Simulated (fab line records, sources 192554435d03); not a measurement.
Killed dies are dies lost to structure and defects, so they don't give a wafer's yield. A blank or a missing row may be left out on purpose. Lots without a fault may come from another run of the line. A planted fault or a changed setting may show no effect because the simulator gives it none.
Split-lot experiment | flow n5_finfet | 7 lots, 39 wafers read, on a route of 1938 steps

THE SPLIT
At N5_BEOL_M15_TRENCH_ETCH_34 (etches SiO2 in C4F8/O2/Ar, target depth 872.93 nm, time 199 s), the setting target_depth_a was moved away from the recipe's 8729.3 angstrom on 18 of the 39 wafers read, by -58.1% to +48.8%. The other wafers ran this setting at the recipe's value.

FROM THE SPLIT TO THE READING: what the file shows between them, 7 steps
- N5_BEOL_M15_STRIP_36: strips in O2
- N5_BEOL_M15_ECD_47: material Cu, target thk 1860 nm
- N5_BEOL_M15_ANNEAL_48: time 90 s
- N5_BEOL_M15_CMP_49: polishes, stops on SiO2, t overpolish 4.9 s, target thk 850 nm
- N5_BEOL_M15_THK_MEAS_50: measures by xrf
- N5_BEOL_M15_PRE_CLEAN_52: time 15 s
- N5_BEOL_M15_DEP_53: deposits SiCN from 3MS/NH3, target thk 50 nm, time 17.8 s

THE READING
M15_RS, in ohm/sq, at N5_BEOL_M15_RS_MEAS_54 (measures by four-point-probe). Fault-free wafers of this fab line usually give 0.0217 ohm/sq, standard deviation 0.00037 ohm/sq.

wafer  | tool, chamber at the split | target_depth_a as run, angstrom | against the recipe | M15_RS, ohm/sq | against lot-mates on the recipe
L075.1 | rie_diel-03, 3             | 8729.3                          | recipe             | 0.0220         | -
L075.2 | rie_diel-03, 1             | 8729.3                          | recipe             | 0.0215         | -
L075.3 | rie_diel-03, 0             | 6979                            | -20.1%             | 0.0273         | +0.0056
L075.4 | rie_diel-03, 2             | 6979                            | -20.1%             | 0.0276         | +0.0059
L075.5 | rie_diel-03, 3             | 6979                            | -20.1%             | 0.0277         | +0.0060
L075.6 | rie_diel-03, 0             | 8729.3                          | recipe             | 0.0216         | -
L080.1 | rie_diel-03, 1             | 3656                            | -58.1%             | 0.0546         | +0.0325
L080.2 | rie_diel-03, 2             | 8729.3                          | recipe             | 0.0219         | -
L080.3 | rie_diel-03, 0             | 3656                            | -58.1%             | 0.0548         | +0.0327
L080.4 | rie_diel-03, 3             | 8729.3                          | recipe             | 0.0224         | -
L080.5 | rie_diel-03, 1             | 3656                            | -58.1%             | 0.0549         | +0.0328
L080.6 | rie_diel-03, 2             | 8729.3                          | recipe             | 0.0220         | -
L082.1 | rie_diel-03, 0             | 8729.3                          | recipe             | 0.0217         | -
L082.2 | rie_diel-03, 1             | 12380                           | +41.8%             | 0.0151         | -0.0068
L082.3 | rie_diel-03, 2             | 12380                           | +41.8%             | 0.0154         | -0.0065
L082.4 | rie_diel-03, 3             | 12380                           | +41.8%             | 0.0155         | -0.0064
L082.5 | rie_diel-03, 3             | 8729.3                          | recipe             | 0.0222         | -
L082.6 | rie_diel-03, 0             | 8729.3                          | recipe             | 0.0218         | -
L081.1 | rie_diel-02, 2             | 8729.3                          | recipe             | 0.0217         | -
L081.2 | rie_diel-02, 3             | 11260                           | +29.0%             | 0.0165         | -0.0050
L081.3 | rie_diel-02, 1             | 11260                           | +29.0%             | 0.0163         | -0.0052
L081.4 | rie_diel-02, 0             | 8729.3                          | recipe             | 0.0217         | -
L081.5 | rie_diel-02, 2             | 11260                           | +29.0%             | 0.0165         | -0.0050
L081.6 | rie_diel-02, 3             | 8729.3                          | recipe             | 0.0212         | -
L087.4 | rie_diel-04, 0             | 8729.3                          | recipe             | 0.0206         | -
L087.5 | rie_diel-04, 1             | 8729.3                          | recipe             | 0.0212         | -
L087.6 | rie_diel-04, 2             | 8729.3                          | recipe             | 0.0216         | -
L091.1 | rie_diel-02, 3             | 12990                           | +48.8%             | 0.0138         | -0.0079
L091.2 | rie_diel-02, 0             | 8729.3                          | recipe             | 0.0217         | -
L091.3 | rie_diel-02, 1             | 12990                           | +48.8%             | 0.0143         | -0.0074
L091.4 | rie_diel-02, 2             | 8729.3                          | recipe             | 0.0217         | -
L091.5 | rie_diel-02, 2             | 8729.3                          | recipe             | 0.0217         | -
L091.6 | rie_diel-02, 3             | 12990                           | +48.8%             | 0.0139         | -0.0078
L096.1 | rie_diel-03, 0             | 4792                            | -45.1%             | 0.0411         | +0.0196
L096.2 | rie_diel-03, 1             | 8729.3                          | recipe             | 0.0214         | -
L096.3 | rie_diel-03, 2             | 4792                            | -45.1%             | 0.0411         | +0.0196
L096.4 | rie_diel-03, 1             | 8729.3                          | recipe             | 0.0214         | -
L096.5 | rie_diel-03, 2             | 4792                            | -45.1%             | 0.0410         | +0.0195
L096.6 | rie_diel-03, 0             | 8729.3                          | recipe             | 0.0216         | -

THE FIT
A straight line over all 39 wafers: M15_RS changes by -0.000343 ohm/sq for each +1% of target_depth_a; r = -0.91; the points scatter about the line by 0.0045 ohm/sq.
The same after taking each lot's own level away (the mean of its wafers on the recipe; 39 wafers): -0.000342 ohm/sq for each +1%; r = -0.92; scatter 0.0044 ohm/sq.
On that fit, the largest move of target_depth_a shifts the reading by 0.02 ohm/sq.
The lots' own levels span 0.02113 to 0.02210 ohm/sq, that is 2.6 times the standard deviation above.
So the lot-to-lot level changes the slope little: the two slopes agree.
Check: with one of the wafers moved furthest among these (-58.1%) left out of the fit, the line predicts +0.0213 ohm/sq for it against its lot-mates. It came out at +0.0325 ohm/sq against them.

OTHER SPLITS ON THESE WAFERS
These wafers also went through other splits before the reading. Each is held against what the fit with the lots' levels taken away leaves over:
other split on the same wafers            | wafers away from the commonest value | r with M15_RS (lot level and that fit taken away)
N5_BEOL_M13_TRENCH_ETCH_34 target_depth_a | 12                                   | -0.09

THE WHOLE CHAIN: every reading that the file lists as answering this split, in the file's order
step                       | what it does                                                   | reading                                                                          | change (the file's fit)               | r (the file's)
N5_BEOL_M15_TRENCH_ETCH_34 | etches SiO2 in C4F8/O2/Ar, target depth 872.93 nm, time 199 s  | etch.depth_nm (the simulator's own value, which no gauge read)                   | +8.78 nm for each +1% of the setting  | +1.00
N5_BEOL_M15_TRENCH_ETCH_34 | etches SiO2 in C4F8/O2/Ar, target depth 872.93 nm, time 199 s  | coat_of_BEOL_M15_COAT_22.thk_nm (the simulator's own value, which no gauge read) | -1.77 nm for each +1% of the setting  | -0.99
N5_BEOL_M15_CMP_49         | polishes, stops on SiO2, t overpolish 4.9 s, target thk 850 nm | Cu_of_BEOL_M15_ECD_47.thk_nm (the simulator's own value, which no gauge read)    | +8.77 nm for each +1% of the setting  | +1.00
N5_BEOL_M15_THK_MEAS_50    | measures by xrf                                                | M15_THK                                                                          | +8.7 for each +1% of the setting      | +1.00
N5_BEOL_M15_RS_MEAS_54     | measures by four-point-probe                                   | M15_RS                                                                           | -0.000343 for each +1% of the setting | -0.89

THE FILE'S OWN FIT
M15_RS changes by -0.000343 ohm/sq for each +1% of target_depth_a, r = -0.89.
